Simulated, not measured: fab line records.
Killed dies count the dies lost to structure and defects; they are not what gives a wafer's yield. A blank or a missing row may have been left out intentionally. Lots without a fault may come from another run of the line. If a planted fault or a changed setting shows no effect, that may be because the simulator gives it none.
One fault through the eyes of 2 desks ; flow n5_finfet ; what lay behind the numbers comes last; until then each desk has only its own

## THE METROLOGY DESK
Means of the sampled wafers that have a number, per lot and without regard to the tool the lot ran on: this is what the gauges read. A lot is out of limits, marked OUT, if its mean lies more than 4 standard deviations from the usual mean; the brackets give that distance. Readings shown: 7 of its 11, picked as those furthest out on some lot.
Columns: A = trench_depth_nm at N5_STI_FIN_REVEAL_FIN_H_MEAS_10, usual 52.3 nm; B = DIBL_N at N5_BEOL_M4_RC_MEAS_101, usual 35.4 mV/V; C = DIBL_P at N5_BEOL_M4_RC_MEAS_101, usual 34.8 mV/V; D = IOFF_N at N5_BEOL_M4_RC_MEAS_101, usual 0.15 nA/um; E = ION_P at N5_BEOL_M4_RC_MEAS_101, usual 462 uA/um; F = SS_N at N5_BEOL_M4_RC_MEAS_101, usual 71.4 mV/dec; G = SS_P at N5_BEOL_M4_RC_MEAS_101, usual 72.9 mV/dec
lot;first seen here;A;B;C;D;E;F;G
L379;day 2 18:55;53.5;33.8;31.0;0.12;469;70.7;72.7
L396;day 7 02:29;50.2;35.0;34.9;0.14;452;71.3;73.3
L397;day 7 08:38;51.9;36.7;35.5;0.20;454;73.3;73.0
L398;day 7 14:01;52.9;37.5;36.5;0.17;462;71.7;74.1
This desk found nothing out of limits on any of the 4 lots.

## DESK OF THE TOOL OWNER: vapor_etch-01
The tool's own readings at N5_STI_FIN_REVEAL_RECESS_09 (chemistry HF/NH3, target SiO2, afs cycles 11, target depth 42.5 nm, sublimation time 60 s): means of the sampled wafers that have a number, for each lot that ran on this tool. A lot is out of limits, marked OUT, if its mean lies more than 4 standard deviations from the usual mean; the brackets give that distance.
Columns: A = drypump_motor_current_A at N5_STI_FIN_REVEAL_RECESS_09, usual 5.9 A; B = sublimation_temp_c at N5_STI_FIN_REVEAL_RECESS_09, usual 180.01 C; C = temp_c at N5_STI_FIN_REVEAL_RECESS_09, usual 30.01 C
lot;first seen here;A;B;C
L379;day 2 15:53;6.0;180.17;29.93
L396;day 6 23:34;5.9;180.14;30.97 (+9.6) OUT
L397;day 7 05:57;5.9;180.28;30.99 (+9.8) OUT
This desk's finding: out of limits on L396, L397; first on L396, day 6 23:34 (temp_c at N5_STI_FIN_REVEAL_RECESS_09). L379 stayed within limits.

## BROUGHT TOGETHER
On L396, L397, at day 6 23:34, an alarm was possible from the tool owner's desk.
From the metrology desk's view, nothing was out of limits.
The metrology desk has L396, L397 on record, within its limits.
Of the lots named, all ran N5_STI_FIN_REVEAL_RECESS_09 on vapor_etch-01.

## WHAT THE SIMULATOR HAD PUT IN
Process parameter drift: vapor_etch-01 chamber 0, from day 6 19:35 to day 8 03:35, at N5_STI_FIN_REVEAL_RECESS_09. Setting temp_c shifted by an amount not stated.
Lots struck among those shown: L396, L397.
Time in hours from fault onset to the first out-of-limits reading at each desk: the tool owner's desk, 4.
